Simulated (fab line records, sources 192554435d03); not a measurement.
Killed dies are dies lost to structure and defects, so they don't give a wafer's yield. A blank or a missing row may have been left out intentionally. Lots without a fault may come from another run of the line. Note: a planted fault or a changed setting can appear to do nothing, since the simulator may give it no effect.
Matching of chambers    flow n5Finfet    4 sister chambers for N5_BEOL_M1_DESCUM_16 on rieDiel-04
The step chemistry O2, time 7 s. 4 wafers are shown with their chamber, then 11 later ones without.

## WAFERS, EACH WITH ITS CHAMBER
wafer   chamber  showerheadPlenumPTorr (Torr)
L078.2  2        2.17
L082.1  0        1.94
L082.2  3        2.06
L092.1  1        2.08

## WAFERS MISSING THEIR CHAMBER
wafer   showerheadPlenumPTorr (Torr)
L092.4  2.17
L092.5  2.08
L095.2  1.93
L095.4  2.16
L095.5  2.05
L097.2  1.93
L097.3  2.05
L097.5  2.08
L096.3  1.93
L096.4  2.05
L096.6  2.08

## WHICH CHAMBER EACH WENT THROUGH
wafer   from the rows above  in truth
L092.4  2                    2
L092.5  1                    1
L095.2  0                    0
L095.4  2                    2
L095.5  3                    3
L097.2  0                    0
L097.3  3                    3
L097.5  1                    1
L096.3  0                    0
L096.4  3                    3
L096.6  1                    1
Correct placement for 11 of the 11. From these rows, 0 cannot be placed. 0 placed wrongly.
How it was worked out, from the rows above alone: a wafer's distance from a chamber is the root of the sum, over the readings, of the square of ((its reading less the chamber's mean) divided by the reading's scatter). The wafer belongs to the nearest chamber; if the next one is less than 2 further off, it can't be placed. The mean given for a chamber averages the wafers shown for that chamber. The scatter: root of mean squared gap, hidden wafer to nearest shown wafer, with one shown wafer a chamber.
